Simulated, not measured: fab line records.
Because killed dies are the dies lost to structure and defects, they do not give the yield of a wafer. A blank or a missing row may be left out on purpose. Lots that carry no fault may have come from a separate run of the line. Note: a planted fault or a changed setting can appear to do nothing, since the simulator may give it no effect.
Chamber matching ; flow n5_finfet ; N5_BEOL_M0_PRE_CLEAN_131 on cvd_co-01: 3 sister chambers
The step time 15 s. 6 wafers are shown with their chamber, then 12 later ones without.

== EACH WAFER AND ITS CHAMBER ==
wafer;chamber;heater_power_w (W)
L085.6;1;84
L090.1;2;83
L090.2;1;84
L093.1;2;81
L093.3;0;100
L093.6;0;95

== WAFERS WITH NO CHAMBER GIVEN ==
wafer;heater_power_w (W)
L094.1;85
L094.2;81
L094.3;99
L094.4;86
L094.5;84
L094.6;98
L097.1;96
L097.3;86
L097.5;85
L096.1;82
L096.3;96
L096.5;98

== EACH ONE'S CHAMBER ==
wafer;from the rows above;in truth
L094.1;can't be placed: 1 or 2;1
L094.2;can't be placed: 2 or 1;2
L094.3;0;0
L094.4;can't be placed: 1 or 2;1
L094.5;can't be placed: 1 or 2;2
L094.6;0;0
L097.1;0;0
L097.3;can't be placed: 1 or 2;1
L097.5;can't be placed: 1 or 2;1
L096.1;can't be placed: 2 or 1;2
L096.3;0;0
L096.5;0;0
Correctly placed: 5 of 12. These rows do not allow placing 7 (true chamber among the candidates in 7). Placed wrongly: 0.
How it was worked out, from the rows above alone: a wafer's distance from a chamber is the root of the sum, over the readings, of the square of ((its reading less the chamber's mean) divided by the reading's scatter). If the next closest chamber is less than 2 further off than the closest, the wafer can't be placed; otherwise it belongs to the closest. Each chamber's mean is taken over the wafers shown for it. The scatter: the root of (the sum of the squares of (reading less its chamber's mean) over the shown wafers, divided by (wafers less chambers)).
